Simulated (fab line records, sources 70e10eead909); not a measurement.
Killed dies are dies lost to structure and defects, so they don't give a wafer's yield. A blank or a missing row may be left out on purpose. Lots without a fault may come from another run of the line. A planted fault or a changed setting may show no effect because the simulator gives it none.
fab line records | flow nand_harc
record lots=6 wafers=18 last_day=24
route steps=1159 shown A_BLC@987 A_M0@994 END@1159
lots that met no fault: from a run of the same line without faults
start_h: hours from the record's first day to the start of the lot's first wafer shown | wait_h: hours since the lot's step before | " the same as in the row above | L1.1+2: a row that stands for several wafers | - no value, or no start given | * or withheld: withheld | < > ~ a bound
route shown NAME@n: a module of which the file shows steps, and the number in the route of the first | usual: mean/standard deviation of fault-free wafers | same: alike in all rows | chamber/n: place in a boat | sites: the reading at each site | _std_site: their standard deviation | _edge_site: outer sites' mean less inner sites' | radius_mm: how far each site lies from the wafer's centre | mask NAME#n: copy n | behind: the tool/chamber that last shaped the wafer | hold: why the lot was held/for how many hours/how that ended | device: the transistor (n, p or np) that didn't switch | end of line: the same wafers' tests at the end of the route | a step without rows: its recipe alone | killed: dies lost to structure and defects at the first sort, not the wafer's yield | map: a wafer's dies, x killed, . not, _ none there
set.NAME: the setting as run; set.NAME@STEP: as run at that earlier step | model.NAME: the simulator's own value behind a step, which no gauge read
lots at some steps of the route; a table a step, a row a wafer
services: from which hour (start_h, from the record's first day; less than 0 if before it) a tool's chamber was out of use, for how many hours, and why
## steps
# step NHARC_A_BLC_PVD_32
# recipe target_thk_a=50 chamber_pressure_pa=5 power_w=5000 substrate_temp_c=200 time_s=17.7 material=Ti
# usual cathode_dc_power_W=5000.1/0.89 throttle_valve_pct=30.1/1.2
# columns lot.wafer tool chamber start_h wait_h cathode_dc_power_W throttle_valve_pct
L701.2 pvd_sputter-03 - - - 4999.1 30.2
L701.3 " - " " 5001.3 31.4
L701.6 " - " " 5001.5 26.9
L704.1 pvd_sputter-03 - - - 4999.2 30.0
L704.2 " - " " 4999.6 30.3
L704.5 " - " " 5000.6 26.5
L708.3 pvd_sputter-02 - - - 4999.2 30.1
L708.6 " - " " 5001.7 31.0
L708.5 " - " " 4999.5 29.4
L716.4 pvd_sputter-01 - - - 4999.1 31.0
L716.2 " - " " 5000.0 30.1
L716.5 " - " " 4999.4 30.6
L719.4 pvd_sputter-01 - - - 4999.4 30.4
L719.2 " - " " 5001.6 31.4
L719.5 " - " " 5000.3 30.5
L723.2 pvd_sputter-02 - - - 4999.2 29.8
L723.3 " - " " 4999.4 29.4
L723.5 " - " " 5000.5 30.0
# step NHARC_A_BLC_ALD_23
# recipe target_thk_a=30 pulse_time_s=1 ald_cycles=150 temp_c=450 material=TiN
# usual heater_power_w=1149/170 precursor_pulse_height_rel=1.002/0.02
# columns lot.wafer tool chamber start_h wait_h heater_power_w precursor_pulse_height_rel
L701.2 ald_metal-03 1 400.70 - 1216 1.007
L701.3 " 0 " " 1475 0.999
L701.6 " 0 " " 1433 1.015
L704.1 ald_metal-03 2 431.68 - 1005 1.011
L704.2 " 3 " " 1131 0.988
L704.5 " 2 " " 1009 1.005
L708.3 ald_metal-04 2 440.55 - 1157 0.987
L708.6 " 1 " " 1172 0.994
L708.5 " 2 " " 1157 0.998
L716.4 ald_metal-04 3 485.43 - 1304 0.975
L716.2 " 0 " " 950 1.042
L716.5 " 2 " " 1128 0.993
L719.2 ald_metal-03 3 499.48 - 1134 1.009
L719.4 " 2 " " 991 1.005
L719.5 " 0 " " 1415 1.010
L723.2 ald_metal-01 1 524.22 - 1026 0.980
L723.3 " 2 " " 943 1.007
L723.5 " 1 " " 1017 1.017
# step NHARC_A_BLC_CVD_24
# recipe target_thk_a=1500 temp_c=300 pressure_torr=40 wf6_flow_sccm=40 h2_flow_sccm=1600 ar_flow_sccm=1560 time_s=434 material=W
# usual heater_power_w=490/14 throttle_valve_pct=7.89/0.21
# columns lot.wafer tool chamber start_h wait_h heater_power_w throttle_valve_pct
L701.2 cvd_w-02 0 - - 460 7.72
L701.3 " 0 " " 474 7.38
L701.6 " 1 " " 496 7.85
L704.1 cvd_w-02 1 - - 481 7.77
L704.2 " 0 " " 464 7.39
L704.5 " 1 " " 493 7.50
L708.3 cvd_w-01 1 - - 486 7.95
L708.6 " 1 " " 490 8.01
L708.5 " 0 " " 506 8.15
L716.2 cvd_w-02 1 - - 493 8.03
L716.4 " 0 " " 472 7.70
L716.5 " 0 " " 472 7.72
L719.2 cvd_w-01 1 - - 500 7.62
L719.4 " 0 " " 482 7.89
L719.5 " 1 " " 491 7.82
L723.2 cvd_w-01 0 - - 493 7.72
L723.3 " 0 " " 482 7.87
L723.5 " 0 " " 485 7.98
# step NHARC_A_BLC_CMP_25
# recipe t_overpolish_s=30 target_thk_nm=150
# usual motor_current_A=11.8/1.4 overpolish_run_s=30.001/0.0095 slurry_filter_dp_kPa=13.50/0.12 time_to_endpoint_s=30.0/2.4
# columns lot.wafer tool chamber start_h wait_h motor_current_A overpolish_run_s slurry_filter_dp_kPa time_to_endpoint_s
L701.3 cmp-04 0 407.77 0.3 12.1 30.002 13.54 29.5
L701.2 " 1 " " 9.0 29.993 13.43 27.0
L701.6 " 3 " " 11.1 30.004 13.33 26.7
L704.1 cmp-02 2 435.23 0.5 14.2 29.993 13.50 33.7
L704.2 " 3 " " 11.8 29.997 13.52 30.7
L704.5 " 0 " " 9.7 30.001 13.51 32.7
L708.3 cmp-04 1 443.41 0.4 9.0 30.012 13.41 22.7
L708.6 " 2 " " 12.3 29.992 13.54 29.7
L708.5 " 3 " " 11.2 30.008 13.76 29.6
L716.4 cmp-01 2 488.65 0.2 10.1 29.992 13.67 32.7
L716.2 " 0 " " 14.3 29.992 13.69 31.1
L716.5 " 2 " " 10.8 30.018 13.54 32.1
L719.2 cmp-04 2 504.27 0.4 11.7 29.993 13.36 31.3
L719.4 " 0 " " 13.6 30.024 13.36 29.7
L719.5 " 2 " " 12.8 30.016 13.54 30.5
L723.2 cmp-02 1 529.55 0.5 12.8 29.996 13.52 29.1
L723.3 " 3 " " 11.4 30.017 13.55 31.3
L723.5 " 1 " " 12.3 30.012 13.45 26.7
# step NHARC_A_BLC_SRD_27
# step NHARC_A_BLC_INSPECT_28
# usual raw_defect_count=438/110
# columns lot.wafer tool chamber start_h wait_h raw_defect_count
L701.2 defect_inspect-02 - 408.15 0.1 469
L701.3 " - " " 392
L701.6 " - " " 473
L704.1 defect_inspect-02 - 435.59 0.1 278
L704.2 " - " " 438
L704.5 " - " " 379
L708.3 defect_inspect-02 - 443.74 0.1 391
L708.5 " - " " 560
L708.6 " - " " 383
L716.2 defect_inspect-02 - 489.05 0.1 340
L716.4 " - " " 512
L716.5 " - " " 371
L719.2 defect_inspect-02 - 504.68 0.1 363
L719.4 " - " " 487
L719.5 " - " " 456
L723.2 defect_inspect-01 - 529.93 0.1 322
L723.3 " - " " 326
L723.5 " - " " 435
# step NHARC_A_M0_DEP_00
# recipe target_thk_a=1500 target_thk_nm=150 temp_c=withheld pressure_torr=5 flow_sccm=200 rf_w=600 material=SiOC
# step NHARC_A_M0_DEHYDRATE_01
# recipe temp_c=150 time_s=120
# step NHARC_A_M0_HMDS_02
# recipe time_s=30
# step NHARC_A_M0_COAT_33
# recipe temp_c=200 time_s=65
# step NHARC_A_M0_COAT_03
# recipe spin_rpm=1500 resist_thk_nm=90
# step NHARC_A_M0_SOFTBAKE_04
# recipe temp_c=105 time_s=55
# usual heater_power_total_W=188.46/0.15 plate_temp_C=105.00/0.12
# columns lot.wafer tool chamber start_h wait_h heater_power_total_W plate_temp_C
L701.2 litho_track-06 0 408 - 188.74 104.98
L701.3 " 0 " " 188.41 104.94
L701.6 " 0 " " 188.25 105.04
L704.1 litho_track-06 0 436 - 172.48 104.99
L704.2 " 0 " " 172.18 104.97
L704.5 " 0 " " 172.34 105.03
L708.3 litho_track-06 0 444 - 172.12 105.24
L708.5 " 0 " " 172.28 105.12
L708.6 " 0 " " 172.07 105.10
L716.2 litho_track-04 0 489 - 188.70 104.97
L716.4 " 0 " " 188.39 104.90
L716.5 " 0 " " 188.42 105.06
L719.2 litho_track-04 0 505 - 188.45 105.44
L719.4 " 0 " " 188.46 105.20
L719.5 " 0 " " 188.31 105.18
L723.2 litho_track-06 0 530 - 188.41 104.87
L723.3 " 0 " " 188.41 104.94
L723.5 " 0 " " 188.42 105.17
# step NHARC_A_M0_EBR_05
# step NHARC_END_SORT_01
# recipe temp_c=25
# usual defect_limited_yield=95.4/1.8 killed_at_array=27/11 killed_at_other=0.7/1.1 killed_at_periphery=3.4/2.1 killed_dies=31/12 killed_open=3.6/2 killed_short=2.0/1.3 sort_bin_2_pct=1.5/0.71 sort_bin_3_pct=0.25/0.22 sort_bin_4_pct=2.9/1.2 sort_n_pass=646/12 sort_rim_yield_pct=95.0/2.5 sort_yield_pct=95.4/1.8
# same gross_dies=677 sort_bin_5_pct[%]=0 sort_bin_6_pct[%]=0 sort_bin_7_pct[%]=0 sort_bin_8_pct[%]=0 sort_rim_n_gross=106.00
# columns lot.wafer tool chamber start_h wait_h defect_limited_yield[%] killed_at_array killed_at_other killed_at_periphery killed_dies killed_open killed_short sort_bin_2_pct[%] sort_bin_3_pct[%] sort_bin_4_pct[%] sort_n_pass sort_rim_yield_pct[%] sort_yield_pct[%]
L701.2 prober-02 0 451.56 2.8 96.3 22 0 3 25 1 0 1.5 0.30 1.9 652 94.3 96.3
L701.3 prober-02 0 452.35 3.1 95.6 28 0 2 30 6 1 0.9 0.15 3.4 647 94.3 95.6
L701.6 prober-02 0 454.73 4.0 92.8 45 0 4 49 6 3 2.5 0.44 4.3 628 88.7 92.8
L704.1 prober-01 0 478.17 2.5 96.2 22 0 4 26 4 0 1.6 0 2.2 651 96.2 96.2
L704.2 prober-01 0 478.97 2.8 96.8 21 0 1 22 2 2 1.2 0.15 1.9 655 94.3 96.8
L704.5 prober-01 0 481.35 3.7 97.9 13 0 1 14 4 2 0.7 0.30 1.0 663 95.3 97.9
L719.2 prober-02 0 548.97 2.8 94.7 30 0 6 36 6 0 2.1 0 3.2 641 99.1 94.7
L719.4 prober-02 0 550.58 3.4 94.8 28 0 7 35 4 1 1.2 0.15 3.8 642 95.3 94.8
L719.5 prober-02 0 551.39 3.7 93.6 36 0 7 43 5 4 2.5 0.59 3.2 634 98.1 93.6
# killed by level:class
L701.2 A_CHANNEL_HOLE_D1:chamber_film_flake=10 A_STAIRCASE:chamber_film_flake=5 A_SLIT:chamber_film_flake=5 P_M1:chamber_film_flake=3 A_CONTACT:geometric_particle:open=1 A_WL_FILL:chamber_film_flake=1
L701.3 A_CHANNEL_HOLE_D1:chamber_film_flake=11 A_SLIT:chamber_film_flake=5 A_CONTACT:geometric_particle:open=3 A_CONTACT:chamber_film_flake=3 A_STAIRCASE:chamber_film_flake=2 P_CONTACT:geometric_particle:open=1 A_ONON_D1:geometric_particle:open=1 A_SGD_CUT:geometric_particle:open=1
L701.6 A_CHANNEL_HOLE_D1:chamber_film_flake=19 A_SLIT:chamber_film_flake=9 A_STAIRCASE:chamber_film_flake=4 P_M1:chamber_film_flake=3 A_CONTACT:geometric_particle:open=2 A_CONTACT:chamber_film_flake=2 A_M1:chamber_film_flake=2 P_CONTACT:geometric_particle:open=1
L704.1 A_SLIT:chamber_film_flake=9 A_STAIRCASE:chamber_film_flake=6 A_CHANNEL_HOLE_D1:chamber_film_flake=3 P_CONTACT:geometric_particle:open=2 P_GATE:chamber_film_flake=2 A_CONTACT:geometric_particle:open=1 A_M0:geometric_particle:open=1 A_BLC:chamber_film_flake=1
L704.2 A_SLIT:chamber_film_flake=6 A_CHANNEL_HOLE_D1:chamber_film_flake=5 A_STAIRCASE:chamber_film_flake=2 A_BLC:chamber_film_flake=2 A_ONON_D1:geometric_particle:short=1 A_ONON_D1:geometric_particle:open=1 A_WL_FILL:geometric_particle:short=1 A_CONTACT:geometric_particle:open=1
L704.5 A_SLIT:chamber_film_flake=3 A_CONTACT:geometric_particle:open=2 A_ONON_D1:geometric_particle:open=1 A_CHANNEL_FILL_D1:geometric_particle:open=1 A_SGD_CUT:geometric_particle:short=1 A_WL_FILL:geometric_particle:short=1 P_GATE:chamber_film_flake=1 A_ZERO_WELL:chamber_film_flake=1
L719.2 A_CHANNEL_HOLE_D1:chamber_film_flake=25 A_SGD_CUT:geometric_particle:open=2 P_BONDPAD:chamber_film_flake=2 A_CONTACT:chamber_film_flake=2 P_STI:geometric_particle:open=1 P_GATE:geometric_particle:open=1 P_M0:geometric_particle:open=1 A_WL_FILL:geometric_particle:open=1
L719.4 A_CHANNEL_HOLE_D1:chamber_film_flake=22 P_BONDPAD:chamber_film_flake=4 A_M0:geometric_particle:open=2 A_CONTACT:chamber_film_flake=2 P_CONTACT:geometric_particle:open=1 A_SGD_CUT:geometric_particle:open=1 A_CONTACT:geometric_particle:short=1 P_ZERO_WELL:chamber_film_flake=1
L719.5 A_CHANNEL_HOLE_D1:chamber_film_flake=28 P_BONDPAD:chamber_film_flake=3 A_CONTACT:geometric_particle:open=2 A_CONTACT:chamber_film_flake=2 P_STI:geometric_particle:short=1 P_M0:geometric_particle:open=1 P_M0:geometric_particle:short=1 A_ONON_D1:geometric_particle:short=1
## services
# columns tool chamber start_h hours kind
cvd_w-02 - 379.10 13.0 pm
ald_metal-03 2 380.87 41.1 repair
pvd_sputter-02 - 395.91 10.0 pm
cmp-04 - 399.14 4.0 pm
ald_metal-04 - 406.00 10.0 pm
ald_metal-03 1 409.67 8.6 repair
cmp-02 - 422.56 4.0 pm
cmp-04 - 431.21 12.0 repair
pvd_sputter-03 - 435.41 0.5 repair
ald_metal-03 - 450.70 0.5 repair
ald_metal-03 1 452.21 9.4 repair
pvd_sputter-03 - 458.04 10.0 pm
ald_metal-03 1 462.66 6.3 repair
pvd_sputter-01 - 464.33 4.0 repair
litho_track-06 - 467.00 7.0 pm
ald_metal-04 - 479.03 3.2 repair
cvd_w-01 - 481.51 13.0 pm
cmp-04 - 484.82 4.7 repair
litho_track-04 - 491.00 7.0 pm
pvd_sputter-03 - 495.71 0.8 repair
cmp-04 - 497.16 4.0 pm
ald_metal-03 - 500.00 10.0 pm
pvd_sputter-01 - 519.53 10.0 pm
cmp-02 - 520.56 4.0 pm
## key
first_sign step=NHARC_A_M0_SOFTBAKE_04 reading=heater_power_total_W direction=down sigmas=99+ usual=* struck=*
effect none on later readings
met_at NHARC_A_M0_SOFTBAKE_04
struck_wafers L704.1,L704.2,L704.5,L708.3,L708.5,L708.6
onset_between 408 436
fault kind=process_parameter_drift tool=litho_track-06 chamber=- onset_h=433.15 steps=NHARC_A_M0_SOFTBAKE_04 channel=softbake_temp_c offset=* shape=step end_h=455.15 acts_in=* stated=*
